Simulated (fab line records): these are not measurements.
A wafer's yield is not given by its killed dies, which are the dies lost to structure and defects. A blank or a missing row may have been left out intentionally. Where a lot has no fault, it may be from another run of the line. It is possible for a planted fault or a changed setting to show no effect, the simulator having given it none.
Problem report, 8D (eight disciplines) form, completed by code | flow n5Finfet | the parts of the form that need people (team, actions taken, sign-off) are left out

## 1. PROBLEM STATEMENT
Mean of etchRfOnTimeS at N5_BEOL_M3_ETCH_74: 3.43 s across 3 wafers in 2 lots; on wafers with no fault it is 5.19 s (standard deviation 0.17). That is -10 standard deviations from the usual mean.
The step: etches underlayer in N2/H2, target depth 6.5 nm, time 5.2 s.
First observed at day 11 18:47: wafer L903.3, on rieDiel-03. The record has a number at this step for 25 wafers belonging to 9 lots. By rule, "out" or "out of limits" means more than 4 standard deviations away from the usual mean. Any other wafer with a number is counted as sound.

## 2. WHAT IT IS; WHAT IT IS NOT
question                    | is                     | is not
which readings at this step | etchRfOnTimeS          | drypumpMotorCurrentA, rfVppV, showerheadPlenumPTorr, throttleValvePct
which lots                  | L903, L905             | L888, L889, L893, L897, L904, L907, L910
which wafers of those lots  | L903.3, L905.3, L905.6 | L903.5, L905.2
read on which tools         | rieDiel-03             | rieDiel-01, rieDiel-04
when                        | from day 11 18:47      | up to then (15 sound wafers); but 7 sound wafers of L905, L907, L910 came after

## 3. WHAT RULES OUT EACH SUSPECT
Counting: a tool at a process step up to the reading stays a suspect if it ran every lot that is out. Sound lots after the first of them don't rule it out here, since some wafers of a struck lot are sound.
- rieDiel-03 at N5_BEOL_M3_DESCUM_16 (chemistry O2, time 7 s): kept. It ran every lot that is out, first L903 (day 11 18:44); its last sound lot up to then is L897 (day 10 19:16).
- rieDiel-03 at N5_BEOL_M3_ETCH_74 (etches underlayer in N2/H2, target depth 6.5 nm, time 5.2 s): kept. It ran every lot that is out, first L903 (day 11 18:47); its last sound lot up to then is L897 (day 10 19:17). Its own etchRfOnTimeS readings are out on those wafers.
- Within rieDiel-03 at N5_BEOL_M3_DESCUM_16: the wafers that are out ran in chambers 0, 3; their sound lot-mates ran in chamber 2.
- Within rieDiel-03 at N5_BEOL_M3_ETCH_74: the wafers that are out ran in chambers 0, 3; their sound lot-mates ran in chamber 2.
The count leaves rieDiel-03 at N5_BEOL_M3_ETCH_74 and rieDiel-03 at N5_BEOL_M3_DESCUM_16.

## 4. THE CAUSE (what the simulator had put in)
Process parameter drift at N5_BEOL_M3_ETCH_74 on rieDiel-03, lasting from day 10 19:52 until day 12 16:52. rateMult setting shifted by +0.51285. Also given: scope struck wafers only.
Of the 2 suspects that counting leaves, this tool is one.

## 5. THE EFFECT CHAIN, in route order
Each row: a reading whose mean over the struck wafers that have a number lies more than 3 standard deviations from the usual. Scope: only readings with a usual standard deviation given in the record; hours: median across lots of the time from each lot's start at the first step in this table that gives one to its start at this step; sigmas: change in usual standard deviations.
hours | step               | reading       | usual  | on struck wafers | change | sigmas
0     | N5_BEOL_M3_ETCH_74 | etchRfOnTimeS | 5.19 s | 3.43             | -1.76  | -10
Process steps it contains:
- N5_BEOL_M3_ETCH_74: etches underlayer in N2/H2, target depth 6.5 nm, time 5.2 s.
Later steps that measure or inspect, where all struck wafers having a row at the step show a number for every such reading and not one has moved that far: N5_BEOL_M4_RC_MEAS_101.

## 6. WHAT WOULD HAVE CAUGHT IT SOONER
First out-of-limits reading in this record: day 11 18:47, which is 23 hours after fault onset at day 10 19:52.
